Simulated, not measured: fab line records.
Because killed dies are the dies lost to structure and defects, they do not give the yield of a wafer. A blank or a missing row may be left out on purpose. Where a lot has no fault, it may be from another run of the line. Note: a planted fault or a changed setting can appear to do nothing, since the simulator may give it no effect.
Which tool was responsible? :: flow n5Finfet :: Sampling: 12 lots, 36 wafers, 3 of 1938 route steps

WHAT EACH GAUGE READ, for each wafer
N5_BEOL_M11_INSPECT_13: inspects for defects (brightfield).
lot: L075
measured: day 10 16:51
on: defectInspect-01
rawDefectCount: 523 453 495

lot: L077
measured: day 11 13:04
on: defectInspect-01
rawDefectCount: 580 572 519

lot: L080
measured: day 11 23:17
on: defectInspect-02
rawDefectCount: 547 834 744

lot: L081
measured: day 12 04:34
on: defectInspect-02
rawDefectCount: 517 550 441

lot: L085
measured: day 13 01:39
on: defectInspect-02
rawDefectCount: 459 430 314

lot: L084
measured: day 13 10:01
on: defectInspect-02
rawDefectCount: 409 530 406

lot: L086
measured: day 13 19:54
on: defectInspect-02
rawDefectCount: 409 584 527

lot: L088
measured: day 14 14:59
on: defectInspect-01
rawDefectCount: 408 342 511

lot: L089
measured: day 15 00:28
on: defectInspect-01
rawDefectCount: 374 450 340

lot: L093
measured: day 15 08:49
on: defectInspect-01
rawDefectCount: 333 456 398

lot: L095
measured: day 16 03:41
on: defectInspect-01
rawDefectCount: 488 365 491

lot: L097
measured: day 16 15:16
on: defectInspect-02
rawDefectCount: 815 541 596

EACH LOT AND THE TOOL THAT RAN IT (in order: tool; ch and the chambers of the sampled wafers; start)
lot: L075
N5_BEOL_M11_CURE_71: uvCure-02 ch 1, day 10 12:18
N5_BEOL_M11_HM_DEP_02: pvdSputter-02, day 10 16:26

lot: L077
N5_BEOL_M11_CURE_71: uvCure-01 ch 1, day 11 10:03
N5_BEOL_M11_HM_DEP_02: pvdSputter-01, day 11 12:31

lot: L080
N5_BEOL_M11_CURE_71: uvCure-01 ch 2, day 11 22:14
N5_BEOL_M11_HM_DEP_02: pvdSputter-01, day 11 22:51

lot: L081
N5_BEOL_M11_CURE_71: uvCure-01 ch 1, day 12 02:58
N5_BEOL_M11_HM_DEP_02: pvdSputter-02, day 12 04:01

lot: L085
N5_BEOL_M11_CURE_71: uvCure-02 ch 1, day 12 22:40
N5_BEOL_M11_HM_DEP_02: pvdSputter-01, day 13 01:06

lot: L084
N5_BEOL_M11_CURE_71: uvCure-02 ch 0, day 13 07:13
N5_BEOL_M11_HM_DEP_02: pvdSputter-02, day 13 09:28

lot: L086
N5_BEOL_M11_CURE_71: uvCure-03 ch 2, day 13 18:38
N5_BEOL_M11_HM_DEP_02: pvdSputter-02, day 13 19:13

lot: L088
N5_BEOL_M11_CURE_71: uvCure-02 ch 0, day 14 12:11
N5_BEOL_M11_HM_DEP_02: pvdSputter-03, day 14 14:26

lot: L089
N5_BEOL_M11_CURE_71: uvCure-03 ch 2, day 14 21:28
N5_BEOL_M11_HM_DEP_02: pvdSputter-01, day 14 23:55

lot: L093
N5_BEOL_M11_CURE_71: uvCure-02 ch 1, day 15 06:39
N5_BEOL_M11_HM_DEP_02: pvdSputter-01, day 15 08:16

lot: L095
N5_BEOL_M11_CURE_71: uvCure-01 ch 1, day 15 22:53
N5_BEOL_M11_HM_DEP_02: pvdSputter-02, day 16 03:08

lot: L097
N5_BEOL_M11_CURE_71: uvCure-03 ch 2, day 16 13:32
N5_BEOL_M11_HM_DEP_02: pvdSputter-02, day 16 14:43
- N5_BEOL_M11_CURE_71: cures SiCOH lowk, time 240 s.
- N5_BEOL_M11_HM_DEP_02: deposits TiN, target thk 20 nm.

THE ANSWER, worked out from the rows above alone
Rule: the lots themselves supply what counts as usual. Put in order of their means at a reading, lots are off if they are a third of the lots or fewer, leave a main group of 4 or more, and stand apart from it by a gap of 3 or more times the standard deviation of the main group's means; of several such gaps the widest counts. A main group is skipped when, at the precision printed for the reading in the tables above, its means are all equal. A lot without any number at a reading at which 4 lots or more have one is off too. Where the step has rows for the other lots, those lots are counted as sound.
Across all readings shown, no lot is off: no conclusion can be drawn from this.

WHAT THE SIMULATOR HAD INSERTED
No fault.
